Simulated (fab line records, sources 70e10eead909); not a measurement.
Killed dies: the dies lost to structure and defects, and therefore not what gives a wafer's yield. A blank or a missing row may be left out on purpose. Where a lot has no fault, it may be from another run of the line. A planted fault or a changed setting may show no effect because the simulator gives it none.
The tool behind it: which one? / flow nandHarc / 6 lots with 18 wafers sampled at 5 steps, on a route of 1302 steps

## WHAT EACH GAUGE READ, for each wafer
NHARC_END_SORT_01.
lot=L863; measured=day 28 00:13; on=prober-02; killedAtOther=0 0 1
lot=L865; measured=day 29 15:52; on=prober-01; killedAtOther=0 1 2
lot=L867; measured=day 29 05:22; on=prober-01; killedAtOther=1 0 0
lot=L876; measured=day 33 00:01; on=prober-02; killedAtOther=1 0 1

## EACH LOT AND THE TOOL THAT RAN IT (in order: tool; ch and the chambers of the sampled wafers; start)
lot=L860; NHARC_A_CHANNEL_HOLE_D1_STRIP_27=rieDiel-08 ch 0,1, day 10 05:42 or earlier; NHARC_A_CHANNEL_HOLE_D1_XSEM_31=xsem-01 ch 0, day 10 05:42; NHARC_A_CHANNEL_FILL_D1_ALD_02=aldHk-01 ch 0,3, day 10 07:13; NHARC_A_CHANNEL_FILL_D1_ETCHBACK_20=rieDiel-01 ch 1,2,3, day 11 04:53
lot=L863; NHARC_A_CHANNEL_HOLE_D1_STRIP_27=rieDiel-08 ch 1,2,3, day 11 23:31 or earlier; NHARC_A_CHANNEL_HOLE_D1_XSEM_31=xsem-01 ch 0, day 11 23:31; NHARC_A_CHANNEL_FILL_D1_ALD_02=aldHk-03 ch 1,2, day 11 23:49; NHARC_A_CHANNEL_FILL_D1_ETCHBACK_20=rieDiel-12 ch 0,1,2, day 13 00:45
lot=L865; NHARC_A_CHANNEL_HOLE_D1_STRIP_27=rieDiel-08 ch 0,1,3, day 13 07:39 or earlier; NHARC_A_CHANNEL_HOLE_D1_XSEM_31=xsem-02 ch 0, day 13 07:39; NHARC_A_CHANNEL_FILL_D1_ALD_02=aldHk-04 ch 1,2, day 13 07:59; NHARC_A_CHANNEL_FILL_D1_ETCHBACK_20=rieDiel-10 ch 0,2, day 14 11:17
lot=L867; NHARC_A_CHANNEL_HOLE_D1_STRIP_27=rieDiel-09 ch 0,2,3, day 13 11:50 or earlier; NHARC_A_CHANNEL_HOLE_D1_XSEM_31=xsem-02 ch 0, day 13 11:50; NHARC_A_CHANNEL_FILL_D1_ALD_02=aldHk-04 ch 1,2,3, day 13 12:08; NHARC_A_CHANNEL_FILL_D1_ETCHBACK_20=rieDiel-01 ch 1,2,3, day 14 11:15
lot=L876; NHARC_A_CHANNEL_HOLE_D1_STRIP_27=rieDiel-08 ch 0,1,3, day 16 23:19 or earlier; NHARC_A_CHANNEL_HOLE_D1_XSEM_31=xsem-02 ch 0, day 16 23:19; NHARC_A_CHANNEL_FILL_D1_ALD_02=aldHk-01 ch 1,2,3, day 16 23:49; NHARC_A_CHANNEL_FILL_D1_ETCHBACK_20=rieDiel-10 ch 0,3, day 18 00:13
lot=L879; NHARC_A_CHANNEL_HOLE_D1_STRIP_27=rieDiel-08 ch 0,1,2, day 18 06:16 or earlier; NHARC_A_CHANNEL_HOLE_D1_XSEM_31=xsem-02 ch 0, day 18 06:16; NHARC_A_CHANNEL_FILL_D1_ALD_02=aldHk-03 ch 0,1,3, day 18 06:38; NHARC_A_CHANNEL_FILL_D1_ETCHBACK_20=rieDiel-01 ch 0,2,3, day 19 07:15
- NHARC_A_CHANNEL_HOLE_D1_STRIP_27: strips in O2.
- NHARC_A_CHANNEL_HOLE_D1_XSEM_31
- NHARC_A_CHANNEL_FILL_D1_ALD_02: deposits SiO2, target thk 6 nm, pulse time 10 s, ald cycles 60.
- NHARC_A_CHANNEL_FILL_D1_ETCHBACK_20: etches the open film in C4F8/O2/Ar, target depth 27 nm, time 13.5 s.

## THE ANSWER, worked out from the rows above alone
Rule: the usual values come from the lots themselves. The widest of any qualifying gaps counts: lots, ordered by their means at a reading, are off when they make up no more than a third of the lots, leave a main group of 4 or more, and stand apart from it by 3 or more times the standard deviation of that group's means. The tables above print the reading to a certain number of digits; a main group whose means all agree to those digits is not used. Also off: a lot with no number at a reading for which 4 or more lots have one. The other lots that the step has rows for count as sound.
None of the lots is off at any reading shown; this tells nothing.

## WHAT THE SIMULATOR HAD INSERTED
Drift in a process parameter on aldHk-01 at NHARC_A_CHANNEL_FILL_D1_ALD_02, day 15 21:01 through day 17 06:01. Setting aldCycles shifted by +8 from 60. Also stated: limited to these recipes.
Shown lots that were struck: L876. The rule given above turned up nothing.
